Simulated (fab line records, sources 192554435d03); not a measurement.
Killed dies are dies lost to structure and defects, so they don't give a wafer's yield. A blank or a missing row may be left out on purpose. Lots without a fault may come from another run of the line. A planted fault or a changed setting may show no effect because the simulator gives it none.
Split-lot experiment | flow n5_finfet | 7 lots, 21 wafers read, on a route of 1938 steps

THE SPLIT
At N5_HKMG_FIN_ETCH_55 (etches SOC in N2/H2, target depth 240 nm, time 300 s), the setting bias_w was moved away from the recipe's 150 W on 9 of the 21 wafers read, by -14.1% to +15.8%. The other wafers ran this setting at the recipe's value.

The reading is taken at the split's own step.

THE READING
rf_vpp_V, in V, at N5_HKMG_FIN_ETCH_55 (etches SOC in N2/H2, target depth 240 nm, time 300 s). Fault-free wafers of this fab line usually give 524.0 V, standard deviation 2.4 V.

wafer  | tool, chamber at the split | bias_w as run, W | against the recipe | rf_vpp_V, V | against lot-mates on the recipe
L074.2 | rie_diel-03, 0             | 150              | recipe             | 519.9       | -
L074.3 | rie_diel-03, 1             | 128.9            | -14.1%             | 474.9       | -45.0
L074.6 | rie_diel-03, 0             | 128.9            | -14.1%             | 471.8       | -48.1
L075.3 | rie_diel-05, 3             | 173.3            | +15.5%             | 573.0       | +48.8
L075.4 | rie_diel-05, 1             | 150              | recipe             | 524.4       | -
L075.6 | rie_diel-05, 3             | 150              | recipe             | 524.1       | -
L083.3 | rie_diel-05, 2             | 173.7            | +15.8%             | 576.9       | no lot-mate on the recipe
L083.4 | rie_diel-05, 3             | 173.7            | +15.8%             | 573.0       | no lot-mate on the recipe
L083.5 | rie_diel-05, 1             | 173.7            | +15.8%             | 574.9       | no lot-mate on the recipe
L086.1 | rie_diel-05, 3             | 150              | recipe             | 523.8       | -
L086.2 | rie_diel-05, 1             | 150              | recipe             | 523.5       | -
L086.4 | rie_diel-05, 2             | 137.6            | -8.3%              | 497.3       | -26.3
L087.4 | rie_diel-05, 3             | 150              | recipe             | 524.2       | -
L087.5 | rie_diel-05, 3             | 150              | recipe             | 523.8       | -
L087.6 | rie_diel-05, 0             | 142.5            | -5.0%              | 512.4       | -11.6
L091.2 | rie_diel-01, 0             | 172.9            | +15.3%             | 571.5       | +48.8
L091.3 | rie_diel-01, 3             | 150              | recipe             | 523.4       | -
L091.5 | rie_diel-01, 0             | 150              | recipe             | 522.0       | -
L093.3 | rie_diel-01, 0             | 150              | recipe             | 523.0       | -
L093.5 | rie_diel-01, 1             | 150              | recipe             | 525.8       | -
L093.6 | rie_diel-01, 0             | 150              | recipe             | 522.5       | -

THE FIT
A straight line over all 21 wafers: rf_vpp_V changes by +3.29 V for each +1% of bias_w; r = +1.00; the points scatter about the line by 2.3 V.
The same after taking each lot's own level away (the mean of its wafers on the recipe; 18 wafers): +3.21 V for each +1%; r = +1.00; scatter 1.5 V.
On that fit, the largest move of bias_w shifts the reading by 51 V.
The lots' own levels span 519.90 to 524.25 V, that is 1.8 times the standard deviation above.
So the lot-to-lot level changes the slope little: the two slopes agree.
Check: with one of the wafers moved furthest among these (+15.5%) left out of the fit, the line predicts +50.3 V for it against its lot-mates. It came out at +48.8 V against them.
Tool readings at the split's step, against how far the setting was moved: rf_vpp_V r = +1.00.

OTHER SPLITS ON THESE WAFERS
These wafers also went through other splits before the reading. Each is held against what the fit with the lots' levels taken away leaves over:
other split on the same wafers | wafers away from the commonest value | r with rf_vpp_V (lot level and that fit taken away)
N5_SDB_EXPOSE_08 dose_mj       | 5                                    | -0.43

THE WHOLE CHAIN: every reading that the file lists as answering this split, in the file's order
step                | what it does                                         | reading                                                                           | change (the file's fit)               | r (the file's)
N5_HKMG_FIN_ETCH_55 | etches SOC in N2/H2, target depth 240 nm, time 300 s | rf_vpp_V                                                                          | +3.18 V for each +1% of the setting   | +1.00
N5_HKMG_FIN_ETCH_55 | etches SOC in N2/H2, target depth 240 nm, time 300 s | HKMG_FIN.feature_depth_nm (the simulator's own value, which no gauge read)        | +1.42 nm for each +1% of the setting  | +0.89
N5_HKMG_FIN_ETCH_55 | etches SOC in N2/H2, target depth 240 nm, time 300 s | etch.depth_nm (the simulator's own value, which no gauge read)                    | +1.42 nm for each +1% of the setting  | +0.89
N5_HKMG_FIN_ETCH_55 | etches SOC in N2/H2, target depth 240 nm, time 300 s | SiARC_of_HKMG_FIN_COAT_42.thk_nm (the simulator's own value, which no gauge read) | -0.183 nm for each +1% of the setting | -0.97

THE FILE'S OWN FIT
rf_vpp_V changes by +3.18 V for each +1% of bias_w, r = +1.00.
